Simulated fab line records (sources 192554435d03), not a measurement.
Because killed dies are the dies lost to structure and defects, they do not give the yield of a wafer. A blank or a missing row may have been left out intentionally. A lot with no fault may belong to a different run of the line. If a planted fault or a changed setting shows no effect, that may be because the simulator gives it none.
fab line records -- flow n5_finfet -- part 1 of 2: steps 1 to 23 of 30
[record] lots = 5, wafers = 15, last_day = 17
route steps=1938 shown MIM_BOT_LITHO@1864 MIM_BOT_ETCH@1866 PASS1_CAP@1873 TV_LITHO@1875 TV_OPEN@1887 PAD_METAL@1893
lots that met no fault: from a run of the same line without faults
start_h: hours from the record's opening day to when the first of the lot's shown wafers began -- wait_h: hours since the lot's step before -- " identical to the entry in the row above -- L1.1+2: one row covering several wafers at once -- - no value, or no start was given -- * or withheld: withheld -- < > ~ a bound
route shown NAME@n: a module of which the file shows steps, and the number in the route of the first -- usual: mean and standard deviation over wafers with no fault -- same: alike in all rows -- chamber/n: place in a boat -- sites: the reading at each site -- _std_site: their standard deviation -- _edge_site: the outer-site mean with the inner-site mean subtracted -- radius_mm: for every site, how far away it sits from the centre of the wafer -- mask NAME#n: copy n -- behind: the tool/chamber that last shaped the wafer -- hold: reason for holding the lot/hours on hold/outcome of the hold -- device: which transistor (n, p or np) failed to switch -- end of line: the same wafers' tests at the end of the route -- a step given without rows: its recipe and nothing more -- killed: at the first sort, the dies lost to defects and structure; wafer yield is something else -- map: a wafer's dies, marking killed ones x, the rest . and places with no die _
set.NAME: the setting the step ran with; set.NAME@STEP: the setting that earlier step ran with -- model.NAME: the simulator's own value behind a step, which no gauge read
lots seen at some steps along the route; tables by step, rows by wafer
services: when a tool's chamber went out of use (start_h, in hours from the record's first day, below 0 if earlier), for how many hours, and the reason
[[steps]]
[step N5_MIM_BOT_LITHO_INSPECT_12]
[recipe] mode = adi, inspect_instrument = macro
[usual] raw_defect_count = 2.0/1.3
lot.wafer,tool,chamber,start_h,wait_h,raw_defect_count
L075.2,defect_inspect-02,-,284.18,0.0,4
L075.4,defect_inspect-02,-,284.18,0.0,2
L075.5,defect_inspect-02,-,284.18,0.0,4
L080.2,defect_inspect-02,-,298.70,0.0,3
L080.4,defect_inspect-02,-,298.70,0.0,1
L080.6,defect_inspect-02,-,298.70,0.0,4
L081.3,defect_inspect-01,-,309.23,0.0,2
L081.4,defect_inspect-01,-,309.23,0.0,3
L081.6,defect_inspect-01,-,309.23,0.0,0
L094.2,defect_inspect-01,-,390.42,0.0,2
L094.5,defect_inspect-01,-,390.42,0.0,4
L094.6,defect_inspect-01,-,390.42,0.0,1
L095.1,defect_inspect-02,-,407.32,0.0,1
L095.5,defect_inspect-02,-,407.32,0.0,2
L095.6,defect_inspect-02,-,407.32,0.0,2
[step N5_MIM_BOT_LITHO_DESCUM_10]
[recipe] chemistry = O2, time_s = 7.9, source_power_w = 50, bias_power_w = 20, pressure_mtorr = 20, rf_frequency_hz = 2.712e+07, temp_c = 40, o2_flow_sccm = 225
[usual] drypump_motor_current_A = 5.7/0.46, oes_product_au = 0.81/0.088, rf_vpp_V = 243.8/1.4, showerhead_plenum_p_Torr = 2.13/0.073, throttle_valve_pct = 20.42/0.22
lot.wafer,tool,chamber,start_h,wait_h,drypump_motor_current_A,oes_product_au,rf_hours_counter_h,rf_vpp_V,showerhead_plenum_p_Torr,throttle_valve_pct
L075.2,rie_diel-05,3,284.21,0.0,4.8,0.67,234,244.1,2.14,20.45
L075.4,rie_diel-05,0,284.21,0.0,5.9,0.86,63,242.9,2.03,20.07
L075.5,rie_diel-05,2,284.21,0.0,5.6,0.84,-,244.9,2.22,20.32
L080.2,rie_diel-02,0,298.73,0.0,6.4,0.71,216,241.8,2.07,20.29
L080.4,rie_diel-02,2,298.73,0.0,5.9,0.69,235,244.0,2.16,20.49
L080.6,rie_diel-02,0,298.73,0.0,6.4,0.70,-,243.1,2.07,20.29
L081.3,rie_diel-05,1,309.26,0.0,5.2,0.78,122,242.6,2.10,20.76
L081.4,rie_diel-05,2,309.26,0.0,5.5,0.83,-,243.4,2.22,20.32
L081.6,rie_diel-05,1,309.26,0.0,5.2,0.78,-,244.2,2.10,20.76
L094.2,rie_diel-06,3,390.45,0.0,5.7,0.79,114,245.5,2.19,20.34
L094.5,rie_diel-06,3,390.45,0.0,5.7,0.79,-,245.9,2.19,20.34
L094.6,rie_diel-06,0,390.45,0.0,5.8,0.84,-,242.0,2.05,20.59
L095.1,rie_diel-02,2,407.35,0.0,5.9,0.94,19,244.0,2.15,20.14
L095.5,rie_diel-02,1,407.35,0.0,6.6,0.74,-,244.1,2.18,20.30
L095.6,rie_diel-02,2,407.35,0.0,5.9,0.94,-,243.5,2.15,20.13
[step N5_MIM_BOT_ETCH_ETCH_04]
[recipe] chemistry = CF4/O2, target = SiNx, target_depth_a = 260, time_s = 13, ion_energy_ev = 100, pressure_mtorr = 40, source_w = 535, bias_w = 49, Ar_flow_sccm = 100, cf4_flow_sccm = 100, O2_flow_sccm = 10
[usual] drypump_motor_current_A = 5.7/0.46, oes_ar_750_au = 0.81/0.082, oes_product_au = 0.82/0.087, rf_vpp_V = 242.5/2.7, showerhead_plenum_p_Torr = 2.24/0.076, throttle_valve_pct = 15.96/0.21
lot.wafer,tool,chamber,start_h,wait_h,drypump_motor_current_A,oes_ar_750_au,oes_product_au,rf_hours_counter_h,rf_vpp_V,showerhead_plenum_p_Torr,throttle_valve_pct
L075.2,rie_diel-05,3,284.28,0.0,4.8,0.68,0.67,234,243.2,2.26,16.17
L075.4,rie_diel-05,0,284.28,0.0,5.9,0.85,0.86,63,239.2,2.15,15.64
L075.5,rie_diel-05,2,284.28,0.0,5.6,0.82,0.83,-,242.0,2.33,15.84
L080.2,rie_diel-02,0,298.79,0.0,6.3,0.72,0.71,216,242.3,2.18,15.89
L080.4,rie_diel-02,2,298.79,0.0,5.9,0.70,0.69,235,245.2,2.26,16.04
L080.6,rie_diel-02,0,298.79,0.0,6.3,0.73,0.71,-,242.3,2.18,15.88
L081.3,rie_diel-05,1,309.33,0.0,5.2,0.77,0.78,122,247.0,2.22,16.30
L081.4,rie_diel-05,2,309.33,0.0,5.6,0.82,0.82,-,242.1,2.33,15.89
L081.6,rie_diel-05,1,309.33,0.0,5.2,0.77,0.78,-,247.7,2.22,16.29
L094.2,rie_diel-06,3,390.52,0.0,5.7,0.79,0.79,114,245.2,2.30,15.94
L094.5,rie_diel-06,3,390.52,0.0,5.7,0.78,0.79,-,244.1,2.30,15.95
L094.6,rie_diel-06,0,390.52,0.0,5.8,0.84,0.84,-,237.8,2.15,15.99
L095.1,rie_diel-02,2,407.42,0.0,5.9,0.93,0.95,19,244.8,2.25,15.59
L095.5,rie_diel-02,1,407.42,0.0,6.6,0.73,0.74,-,242.2,2.29,15.89
L095.6,rie_diel-02,2,407.42,0.0,5.9,0.93,0.94,-,244.6,2.25,15.60
[step N5_MIM_BOT_ETCH_ETCH_03]
[recipe] chemistry = Cl2/BCl3, target_depth_a = 120, pressure_mtorr = 8, icp_w = 800, bias_w = 100, Cl2_flow_sccm = 20, bcl3_flow_sccm = 80
[usual] drypump_motor_current_A = 5.73/0.27, oes_product_au = 0.80/0.091, throttle_valve_pct = 27.57/0.16
lot.wafer,tool,chamber,start_h,wait_h,drypump_motor_current_A,oes_product_au,rf_hours_counter_h,throttle_valve_pct
L075.2,rie_metal-01,1,284.37,0.1,6.36,0.73,57,27.44
L075.4,rie_metal-01,1,284.37,0.1,6.36,0.73,-,27.41
L075.5,rie_metal-01,0,284.37,0.1,5.75,0.90,-,27.44
L080.2,rie_metal-03,1,298.88,0.1,5.80,0.92,5,27.70
L080.4,rie_metal-03,1,298.88,0.1,5.80,0.92,-,27.70
L080.6,rie_metal-03,1,298.88,0.1,5.77,0.92,-,27.68
L081.3,rie_metal-02,0,309.45,0.1,5.40,0.85,-,27.80
L081.4,rie_metal-02,1,309.45,0.1,5.46,0.72,-,27.53
L081.6,rie_metal-02,1,309.45,0.1,5.46,0.72,-,27.53
L094.2,rie_metal-03,0,390.61,0.1,5.95,0.66,97,27.37
L094.5,rie_metal-03,0,390.61,0.1,5.98,0.66,-,27.36
L094.6,rie_metal-03,1,390.61,0.1,5.81,0.89,-,27.71
L095.1,rie_metal-02,0,407.51,0.1,5.38,0.82,35,27.81
L095.5,rie_metal-02,0,407.51,0.1,5.39,0.82,-,27.82
L095.6,rie_metal-02,1,407.51,0.1,5.50,0.70,-,27.54
[step N5_MIM_BOT_ETCH_ETCH_00]
[recipe] chemistry = Cl2/BCl3, target = TiN, target_depth_a = 455, ion_energy_ev = 150, pressure_mtorr = 10, icp_w = 1000, bias_w = 126, Cl2_flow_sccm = 53.25, bcl3_flow_sccm = 21.75, Ar_flow_sccm = 25
[usual] drypump_motor_current_A = 5.73/0.28, oes_ar_750_au = 0.80/0.089, oes_product_au = 0.80/0.091, throttle_valve_pct = 21.93/0.12
lot.wafer,tool,chamber,start_h,wait_h,drypump_motor_current_A,oes_ar_750_au,oes_product_au,rf_hours_counter_h,throttle_valve_pct
L075.2,rie_metal-01,1,284.46,0.1,6.39,0.73,0.72,57,21.88
L075.4,rie_metal-01,1,284.46,0.1,6.38,0.72,0.72,-,21.87
L075.5,rie_metal-01,0,284.46,0.1,5.71,0.91,0.89,-,21.83
L080.2,rie_metal-03,1,298.97,0.1,5.83,0.92,0.93,5,22.03
L080.4,rie_metal-03,1,298.97,0.1,5.84,0.91,0.93,-,22.04
L080.6,rie_metal-03,1,298.97,0.1,5.82,0.92,0.92,-,22.05
L081.3,rie_metal-02,0,309.55,0.1,5.44,0.85,0.85,-,22.08
L081.4,rie_metal-02,1,309.55,0.1,5.49,0.73,0.72,-,21.90
L081.6,rie_metal-02,1,309.55,0.1,5.52,0.72,0.72,-,21.91
L094.2,rie_metal-03,0,390.70,0.1,5.97,0.66,0.66,97,21.78
L094.5,rie_metal-03,0,390.70,0.1,5.95,0.67,0.66,-,21.79
L094.6,rie_metal-03,1,390.70,0.1,5.84,0.88,0.87,-,22.05
L095.1,rie_metal-02,0,407.60,0.1,5.41,0.82,0.82,35,22.10
L095.5,rie_metal-02,0,407.60,0.1,5.35,0.82,0.82,-,22.08
L095.6,rie_metal-02,1,407.60,0.1,5.52,0.70,0.71,-,21.94
[step N5_MIM_BOT_ETCH_STRIP_01]
[recipe] chemistry = O2, power_w = 600, temp_c = 60, pressure_mtorr = 30, rf_frequency_hz = 6e+07, bias_power_w = 0, overash_fraction = 0.5, o2_flow_sccm = 225
[usual] drypump_motor_current_A = 5.7/0.49, oes_product_au = 0.81/0.091, rf_vpp_V = 3.7/1.2, showerhead_plenum_p_Torr = 2.12/0.074, throttle_valve_pct = 16.64/0.24
lot.wafer,tool,chamber,start_h,wait_h,drypump_motor_current_A,oes_product_au,rf_hours_counter_h,rf_vpp_V,showerhead_plenum_p_Torr,throttle_valve_pct
L075.2,rie_diel-05,0,284.63,0.1,5.9,0.87,63,2.4,2.03,16.34
L075.4,rie_diel-05,3,284.63,0.1,4.8,0.67,234,3.4,2.14,16.76
L075.5,rie_diel-05,2,284.63,0.1,5.6,0.86,-,2.9,2.22,16.57
L080.2,rie_diel-02,0,299.22,0.2,6.4,0.72,216,4.6,2.08,16.63
L080.4,rie_diel-02,3,299.22,0.2,5.7,0.91,21,4.0,2.05,16.36
L080.6,rie_diel-02,2,299.22,0.2,5.9,0.69,-,2.8,2.16,16.74
L081.3,rie_diel-06,0,309.69,0.1,5.8,0.90,15,3.2,2.07,16.71
L081.4,rie_diel-06,2,309.69,0.1,5.1,0.68,238,3.7,1.99,17.18
L081.6,rie_diel-06,1,309.69,0.1,5.9,0.86,-,2.8,2.21,16.84
L094.2,rie_diel-06,2,390.84,0.1,5.1,0.97,5,5.7,2.25,16.76
L094.5,rie_diel-06,3,390.84,0.1,5.7,0.78,-,3.7,2.19,16.58
L094.6,rie_diel-06,2,390.84,0.1,5.1,0.97,-,4.5,2.25,16.73
L095.1,rie_diel-06,2,407.74,0.1,5.1,0.93,10,2.8,2.25,16.66
L095.5,rie_diel-06,3,407.74,0.1,5.7,0.80,-,2.7,2.19,16.57
L095.6,rie_diel-06,0,407.74,0.1,5.8,0.84,-,4.3,2.05,16.78
[step N5_MIM_BOT_ETCH_STRIP_02]
[recipe] chemistry = post_etch_residue_remover, time_s = 1200, temp_c = 72.5
lot.wafer,tool,chamber,start_h,wait_h
L075.2+4+5,wet_bench-03,"2,1,7",284.70,-
L080.2+4+6,wet_bench-03,"5,1,0",299.29,-
L081.3+4+6,wet_bench-01,"2,5,3",309.76,-
L094.2+5+6,wet_bench-06,"2,3,4",390.90,-
L095.1+5+6,wet_bench-06,"4,1,0",407.81,-
[step N5_MIM_BOT_ETCH_CLEAN_05]
[recipe] chemistry = IPA, time_s = 180, temp_c = 25
lot.wafer,tool,chamber,start_h,wait_h
L075.2+4+5,wet_bench-03,"2,1,7",285.06,0.0
L080.2+4+6,wet_bench-03,"5,1,0",299.65,0.0
L081.3+4+6,wet_bench-01,"2,5,3",310.12,0.0
L094.2+5+6,wet_bench-06,"2,3,4",391.27,0.0
L095.1+5+6,wet_bench-06,"4,1,0",408.14,0.0
[step N5_MIM_BOT_ETCH_SRD_06]
[recipe] dry = ipa_marangoni, time_s = 30, temp_c = 23, rinse_liquid = diw
lot.wafer,tool,chamber,start_h,wait_h
L075.2+4+5,wet_bench-03,"2,1,7",285.12,0.0
L080.2+4+6,wet_bench-03,"5,1,0",299.71,0.0
L081.3+4+6,wet_bench-01,"2,5,3",310.18,0.0
L094.2+5+6,wet_bench-06,"2,3,4",391.33,0.0
L095.1+5+6,wet_bench-06,"4,1,0",408.19,0.0
[step N5_PASSIVATION_PECVD_55]
[recipe] material = SiO2, target_thk_a = 4000, temp_c = 400, precursor = SiH4/N2O, pressure_torr = 2.7, rf_w = 608, time_s = 22.5
[usual] heater_power_w = 693/140, showerhead_plenum_p_Torr = 8.18/0.059, throttle_valve_pct = 51/3.2
lot.wafer,tool,chamber,start_h,wait_h,heater_power_w,showerhead_plenum_p_Torr,throttle_valve_pct
L075.2,pecvd-02,0,285.17,0.0,629,8.21,51
L075.4,pecvd-02,0,285.17,0.0,662,8.22,51
L075.5,pecvd-02,2,285.17,0.0,547,8.20,47
L080.2,pecvd-02,0,299.76,0.0,585,8.24,51
L080.4,pecvd-02,2,299.76,0.0,503,8.20,47
L080.6,pecvd-02,1,299.76,0.0,763,8.15,52
L081.3,pecvd-02,2,310.23,0.0,519,8.20,47
L081.4,pecvd-02,2,310.23,0.0,557,8.20,47
L081.6,pecvd-02,0,310.23,0.0,691,8.25,51
L094.2,pecvd-04,1,391.37,0.0,903,8.04,50
L094.5,pecvd-04,0,391.37,0.0,769,8.26,48
L094.6,pecvd-04,1,391.37,0.0,915,8.04,49
L095.1,pecvd-02,1,408.24,0.0,814,8.13,52
L095.5,pecvd-02,0,408.24,0.0,636,8.22,51
L095.6,pecvd-02,1,408.24,0.0,817,8.13,52
[step N5_PASSIVATION_PECVD_01]
[recipe] material = SiNx, target_thk_a = 2000, temp_c = 400, precursor = SiH4/NH3/N2, pressure_torr = 4.9, rf_w = 1406, time_s = 43.2
[usual] heater_power_w = 410/130, showerhead_plenum_p_Torr = 8.68/0.041, throttle_valve_pct = 28.9/1.7
lot.wafer,tool,chamber,start_h,wait_h,heater_power_w,showerhead_plenum_p_Torr,throttle_valve_pct
L075.2,pecvd-02,0,285.20,0.0,397,8.72,29.4
L075.4,pecvd-02,0,285.20,0.0,399,8.74,28.7
L075.5,pecvd-02,2,285.20,0.0,216,8.68,26.7
L080.2,pecvd-02,0,299.79,0.0,431,8.73,29.3
L080.4,pecvd-02,2,299.79,0.0,194,8.71,26.8
L080.6,pecvd-02,1,299.79,0.0,525,8.65,29.3
L081.3,pecvd-02,2,310.26,0.0,209,8.68,26.5
L081.4,pecvd-02,2,310.26,0.0,222,8.69,26.9
L081.6,pecvd-02,0,310.26,0.0,383,8.72,29.0
L094.2,pecvd-04,1,391.41,0.0,501,8.61,28.3
L094.5,pecvd-04,0,391.41,0.0,570,8.77,27.0
L094.6,pecvd-04,1,391.41,0.0,522,8.59,28.2
L095.1,pecvd-02,1,408.27,0.0,468,8.67,29.4
L095.5,pecvd-02,0,408.27,0.0,305,8.72,28.9
L095.6,pecvd-02,1,408.27,0.0,480,8.66,29.1
[step N5_PASSIVATION_HMDS_03]
[recipe] time_s = 60, temp_c = 120
lot.wafer,tool,chamber,start_h,wait_h
L075.2+4+5,litho_track-01,0,285.30,0.1
L080.2+4+6,litho_track-02,0,302.25,2.4
L081.3+4+6,litho_track-02,0,310.34,0.1
L094.2+5+6,litho_track-05,0,392.27,0.8
L095.1+5+6,litho_track-02,0,408.59,0.3
[step N5_PASSIVATION_COAT_04]
[recipe] spin_rpm = *, resist_thk_nm = *
lot.wafer,tool,chamber,start_h,wait_h
L075.2+4+5,litho_track-01,0,-,-
L080.2+4+6,litho_track-02,0,-,-
L081.3+4+6,litho_track-02,0,-,-
L094.2+5+6,litho_track-05,0,-,-
L095.1+5+6,litho_track-02,0,-,-
[step N5_PASSIVATION_EBR_06]
[recipe] solvent = PGMEA, ebr_width_mm = 1.5
lot.wafer,tool,chamber,start_h,wait_h
L075.2+4+5,litho_track-01,0,-,-
L080.2+4+6,litho_track-02,0,-,-
L081.3+4+6,litho_track-02,0,-,-
L094.2+5+6,litho_track-05,0,-,-
L095.1+5+6,litho_track-02,0,-,-
[step N5_PASSIVATION_SOFTBAKE_05]
[recipe] temp_c = 100, time_s = 90
lot.wafer,tool,chamber,start_h,wait_h
L075.2+4+5,litho_track-01,0,-,-
L080.2+4+6,litho_track-02,0,-,-
L081.3+4+6,litho_track-02,0,-,-
L094.2+5+6,litho_track-05,0,-,-
L095.1+5+6,litho_track-02,0,-,-
[step N5_PASSIVATION_EXPOSE_07]
[recipe] mask_id = TV, na = 0.55, source_shape = conventional, sigma_outer = 0.8, polarization = unpolarized, defocus_nm = 0, target_cd_nm = 3000, dose_mj = 22.75
[usual] stage_vel_mm_s = 500.02/0.27
lot.wafer,tool,chamber,start_h,wait_h,mask,stage_vel_mm_s
L075.2,krf_scanner-01,0,285.42,-,TV#0,500.03
L075.4,krf_scanner-01,0,285.42,-,TV#0,499.94
L075.5,krf_scanner-01,0,285.42,-,TV#0,499.64
L080.2,krf_scanner-02,0,302.49,-,TV#0,499.86
L080.4,krf_scanner-02,0,302.49,-,TV#0,500.10
L080.6,krf_scanner-02,0,302.49,-,TV#0,500.22
L081.3,krf_scanner-01,0,310.58,-,TV#0,499.86
L081.4,krf_scanner-01,0,310.58,-,TV#0,500.22
L081.6,krf_scanner-01,0,310.58,-,TV#0,500.21
L094.2,krf_scanner-01,0,392.39,-,TV#0,499.93
L094.5,krf_scanner-01,0,392.39,-,TV#0,500.05
L094.6,krf_scanner-01,0,392.39,-,TV#0,499.66
L095.1,krf_scanner-01,0,408.98,-,TV#0,499.97
L095.5,krf_scanner-01,0,408.98,-,TV#0,499.77
L095.6,krf_scanner-01,0,408.98,-,TV#0,500.19
[step N5_PASSIVATION_PEB_08]
[recipe] peb_temp_c = withheld, peb_time_s = *
lot.wafer,tool,chamber,start_h,wait_h
L075.2+4+5,litho_track-02,0,285.47,0.0
L080.2+4+6,litho_track-02,0,302.54,0.0
L081.3+4+6,litho_track-02,0,310.63,0.0
L094.2+5+6,litho_track-01,0,392.44,0.0
L095.1+5+6,litho_track-05,0,409.03,0.1
[step N5_PASSIVATION_DEVELOP_09]
[recipe] develop_time_s = 60, rinse_liquid = diw, dry = air_spin, dev_temp_c = 21
lot.wafer,tool,chamber,start_h,wait_h
L075.2+4+5,litho_track-02,0,-,-
L080.2+4+6,litho_track-02,0,-,-
L081.3+4+6,litho_track-02,0,-,-
L094.2+5+6,litho_track-01,0,-,-
L095.1+5+6,litho_track-05,0,-,-
[step N5_PASSIVATION_HARDBAKE_11]
[recipe] temp_c = 130, time_s = 120
lot.wafer,tool,chamber,start_h,wait_h
L075.2+4+5,litho_track-02,0,-,-
L080.2+4+6,litho_track-02,0,-,-
L081.3+4+6,litho_track-02,0,-,-
L094.2+5+6,litho_track-01,0,-,-
L095.1+5+6,litho_track-05,0,-,-
[step N5_PASSIVATION_CD_MEAS_10]
[recipe] target_cd_nm = 3000, landing_energy_ev = 500, detector = se_inlens
[usual] cd_nm = 3000.8/1.9
lot.wafer,tool,chamber,start_h,wait_h,cd_nm
L075.2,cd_sem-03,0,285.59,-,3001.9
L075.4,cd_sem-03,0,285.59,-,3001.2
L075.5,cd_sem-03,0,285.59,-,3002.7
L080.2,cd_sem-02,0,302.66,-,3000.8
L080.4,cd_sem-02,0,302.66,-,3002.0
L080.6,cd_sem-02,0,302.66,-,3000.2
L081.3,cd_sem-01,0,310.75,-,3001.8
L081.4,cd_sem-01,0,310.75,-,2998.8
L081.6,cd_sem-01,0,310.75,-,3002.8
L094.2,cd_sem-03,0,392.56,-,2999.0
L094.5,cd_sem-03,0,392.56,-,3002.8
L094.6,cd_sem-03,0,392.56,-,2998.6
L095.1,cd_sem-03,0,409.15,-,3000.4
L095.5,cd_sem-03,0,409.15,-,2999.1
L095.6,cd_sem-03,0,409.15,-,3000.6
[step N5_PASSIVATION_OVL_MEAS_60]
[recipe] points_per_wafer = 44
[usual] TV_OVL = -4/5.4
lot.wafer,tool,chamber,start_h,wait_h,TV_OVL[nm]
L075.2,overlay-02,0,285.62,0.0,-3
L075.4,overlay-02,0,285.62,0.0,-4
L075.5,overlay-02,0,285.62,0.0,3
L080.2,overlay-02,0,302.69,0.0,-13
L080.4,overlay-02,0,302.69,0.0,-9
L080.6,overlay-02,0,302.69,0.0,-5
L081.3,overlay-01,0,310.78,0.0,-2
L081.4,overlay-01,0,310.78,0.0,-15
L081.6,overlay-01,0,310.78,0.0,-11
L094.2,overlay-01,0,392.59,0.0,-3
L094.5,overlay-01,0,392.59,0.0,-6
L094.6,overlay-01,0,392.59,0.0,-8
L095.1,overlay-01,0,409.18,0.0,-2
L095.5,overlay-01,0,409.18,0.0,-10
L095.6,overlay-01,0,409.18,0.0,-3
[step N5_PASSIVATION_INSPECT_61]
[recipe] mode = adi, inspect_instrument = macro
[usual] raw_defect_count = 2.2/1.6
lot.wafer,tool,chamber,start_h,wait_h,raw_defect_count
L075.2,defect_inspect-02,-,285.64,0.0,2
L075.4,defect_inspect-02,-,285.64,0.0,2
L075.5,defect_inspect-02,-,285.64,0.0,1
L080.2,defect_inspect-02,-,302.72,0.0,3
L080.4,defect_inspect-02,-,302.72,0.0,0
L080.6,defect_inspect-02,-,302.72,0.0,4
L081.3,defect_inspect-01,-,310.80,0.0,1
L081.4,defect_inspect-01,-,310.80,0.0,1
L081.6,defect_inspect-01,-,310.80,0.0,4
L094.2,defect_inspect-02,-,392.61,0.0,1
L094.5,defect_inspect-02,-,392.61,0.0,3
L094.6,defect_inspect-02,-,392.61,0.0,1
L095.1,defect_inspect-02,-,409.21,0.0,1
L095.5,defect_inspect-02,-,409.21,0.0,2
L095.6,defect_inspect-02,-,409.21,0.0,4
[step N5_PASSIVATION_DESCUM_12]
[recipe] chemistry = O2, time_s = 7.9, source_power_w = 50, bias_power_w = 20, pressure_mtorr = 20, rf_frequency_hz = 2.712e+07, temp_c = 40, o2_flow_sccm = 225
[usual] drypump_motor_current_A = 5.8/0.62, oes_product_au = 0.81/0.088, rf_vpp_V = 243.4/1.5, showerhead_plenum_p_Torr = 2.11/0.079, throttle_valve_pct = 20.37/0.17
lot.wafer,tool,chamber,start_h,wait_h,drypump_motor_current_A,oes_product_au,rf_hours_counter_h,rf_vpp_V,showerhead_plenum_p_Torr,throttle_valve_pct
L075.2,rie_diel-04,1,285.96,0.3,5.4,0.88,39,243.7,2.12,20.32
L075.4,rie_diel-04,0,285.96,0.3,5.4,0.74,193,243.8,2.16,20.59
L075.5,rie_diel-04,3,285.96,0.3,6.7,0.66,-,241.9,1.97,20.28
L080.2,rie_diel-04,1,302.94,0.2,5.4,0.88,46,244.7,2.12,20.33
L080.4,rie_diel-04,2,302.94,0.2,6.1,0.94,-,242.2,2.06,20.28
L080.6,rie_diel-04,0,302.94,0.2,5.4,0.73,-,244.3,2.16,20.60
L081.3,rie_diel-04,0,310.95,0.1,5.3,0.73,202,243.2,2.16,20.63
L081.4,rie_diel-04,0,310.95,0.1,5.3,0.73,-,243.3,2.16,20.61
L081.6,rie_diel-04,2,310.95,0.1,6.1,0.95,-,243.0,2.06,20.28
L094.2,rie_diel-04,2,392.65,0.0,6.1,0.89,42,242.0,2.05,20.34
L094.5,rie_diel-04,0,392.65,0.0,5.4,0.71,-,245.0,2.15,20.64
L094.6,rie_diel-04,3,392.65,0.0,6.8,0.92,-,245.1,2.23,19.97
L095.1,rie_diel-01,3,409.60,0.4,6.2,0.71,175,240.9,1.99,20.31
L095.5,rie_diel-01,2,409.60,0.4,6.6,0.83,-,242.4,2.04,20.56
L095.6,rie_diel-01,1,409.60,0.4,4.7,0.83,-,243.9,2.11,20.42
